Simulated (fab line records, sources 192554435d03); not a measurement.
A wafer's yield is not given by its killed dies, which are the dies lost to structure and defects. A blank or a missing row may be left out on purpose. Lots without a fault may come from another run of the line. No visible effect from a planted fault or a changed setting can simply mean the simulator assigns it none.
Matching of chambers + flow n5 finfet + rie si-05 running N5_SD_EPI_P_SD_RECESS_17: 4 sister chambers
The step chemistry HBr/Cl2/O2, target depth 39.1 nm, bt time 3 s. 14 wafers are shown with their chamber, then 7 later ones without.

WAFERS PAIRED WITH THEIR CHAMBERS
| wafer  | chamber | throttle valve pct (%) | oes_o_777_au (a.u.) | oes product au (a.u.) |
|--------|---------|------------------------|---------------------|-----------------------|
| L082.1 | 0       | 37.1                   | 0.982               | 0.990                 |
| L082.3 | 1       | 37.7                   | 1.020               | 1.021                 |
| L082.6 | 3       | 36.6                   | 1.034               | 1.015                 |
| L087.1 | 1       | 37.6                   | 1.019               | 1.027                 |
| L087.4 | 2       | 37.2                   | 1.015               | 1.022                 |
| L087.5 | 1       | 37.6                   | 1.023               | 1.018                 |
| L089.2 | 1       | 37.6                   | 1.019               | 1.020                 |
| L089.3 | 3       | 36.6                   | 1.034               | 1.018                 |
| L089.5 | 2       | 37.2                   | 1.021               | 1.018                 |
| L090.1 | 2       | 37.2                   | 1.018               | 1.020                 |
| L090.3 | 3       | 36.6                   | 1.035               | 1.019                 |
| L090.6 | 0       | 37.1                   | 0.984               | 0.981                 |
| L092.2 | 3       | 36.6                   | 1.030               | 1.021                 |
| L092.3 | 0       | 37.1                   | 0.986               | 0.980                 |

SIGNATURES, as means of the wafers listed above
| reading            | chamber 0 | chamber 1 | chamber 2 | chamber 3 | scatter within a chamber |
|--------------------|-----------|-----------|-----------|-----------|--------------------------|
| throttle valve pct | 37.100    | 37.625    | 37.200    | 36.600    | 0.0274                   |
| oes_o_777_au       | 0.98400   | 1.02025   | 1.01800   | 1.03325   | 0.00227                  |
| oes product au     | 0.98367   | 1.02150   | 1.02000   | 1.01825   | 0.00364                  |
Rule: for each reading, subtract the chamber's mean from the wafer's reading, divide by that reading's scatter and square the result; add these up over the readings and take the root, which gives the wafer's distance from the chamber. The wafer belongs to the nearest chamber; if the next one is less than 2 further off, it can't be placed. The scatter: the root of (the sum of the squares of (reading less its chamber's mean) over the shown wafers, divided by (wafers less chambers)).

WAFERS WITHOUT THEIR CHAMBER
| wafer  | throttle valve pct (%) | oes_o_777_au (a.u.) | oes product au (a.u.) |
|--------|------------------------|---------------------|-----------------------|
| L092.6 | 36.6                   | 1.041               | 1.019                 |
| L093.1 | 37.2                   | 1.019               | 1.013                 |
| L093.3 | 37.1                   | 0.987               | 0.977                 |
| L093.5 | 37.2                   | 1.023               | 1.016                 |
| L094.3 | 37.6                   | 1.014               | 1.030                 |
| L094.5 | 37.2                   | 1.019               | 1.016                 |
| L094.6 | 37.6                   | 1.009               | 1.028                 |

WHICH CHAMBER EACH ONE RAN IN
| wafer  | from the rows above | in truth |
|--------|---------------------|----------|
| L092.6 | 3                   | 3        |
| L093.1 | 2                   | 2        |
| L093.3 | 0                   | 0        |
| L093.5 | 2                   | 2        |
| L094.3 | 1                   | 1        |
| L094.5 | 2                   | 2        |
| L094.6 | 1                   | 1        |
Placed correctly: 7 of 7. From these rows, 0 cannot be placed. 0 placed wrongly.
